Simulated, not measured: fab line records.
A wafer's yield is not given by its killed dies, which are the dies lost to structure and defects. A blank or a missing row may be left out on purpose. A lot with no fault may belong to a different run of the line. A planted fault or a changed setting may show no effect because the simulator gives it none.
Matching of chambers | flow n5_finfet | N5_BEOL_M3_STRIP_36 on rie_diel-03: 4 sister chambers
The step strips in N2/H2. 8 wafers are shown with their chamber, then 12 later ones without.

WAFERS WITH THEIR CHAMBER
wafer  | chamber | showerhead_plenum_p_Torr (Torr) | throttle_valve_pct (%)
L084.3 | 2       | 2.60                            | 23.51
L091.2 | 3       | 2.51                            | 23.59
L091.4 | 0       | 2.56                            | 23.65
L091.5 | 3       | 2.51                            | 23.59
L091.6 | 1       | 2.54                            | 23.35
L092.1 | 0       | 2.55                            | 23.71
L092.2 | 2       | 2.59                            | 23.54
L092.3 | 1       | 2.54                            | 23.35

WAFERS WITH NO CHAMBER GIVEN
wafer  | showerhead_plenum_p_Torr (Torr) | throttle_valve_pct (%)
L093.1 | 2.54                            | 23.35
L093.2 | 2.59                            | 23.54
L093.3 | 2.55                            | 23.70
L093.4 | 2.50                            | 23.59
L093.5 | 2.59                            | 23.53
L093.6 | 2.54                            | 23.35
L096.2 | 2.54                            | 23.36
L096.4 | 2.59                            | 23.55
L096.6 | 2.54                            | 23.34
L097.3 | 2.55                            | 23.69
L097.4 | 2.59                            | 23.57
L097.5 | 2.55                            | 23.70

EACH ONE'S CHAMBER
wafer  | from the rows above | in truth
L093.1 | 1                   | 1
L093.2 | 2                   | 2
L093.3 | 0                   | 0
L093.4 | 3                   | 3
L093.5 | 2                   | 2
L093.6 | 1                   | 1
L096.2 | 1                   | 1
L096.4 | 2                   | 2
L096.6 | 1                   | 1
L097.3 | 0                   | 0
L097.4 | 2                   | 2
L097.5 | 0                   | 0
Correctly placed: 12 of 12. Can't be placed from these rows: 0. Wrongly placed: 0.
How it was worked out, from the rows above alone: a wafer's distance from a chamber is the root of the sum, over the readings, of the square of ((its reading less the chamber's mean) divided by the reading's scatter). If the next closest chamber is less than 2 further off than the closest, the wafer can't be placed; otherwise it belongs to the closest. The mean given for a chamber averages the wafers shown for that chamber. The scatter is the square root of a quotient: the sum, over the shown wafers, of each reading's squared deviation from its chamber's mean, divided by wafers minus chambers.
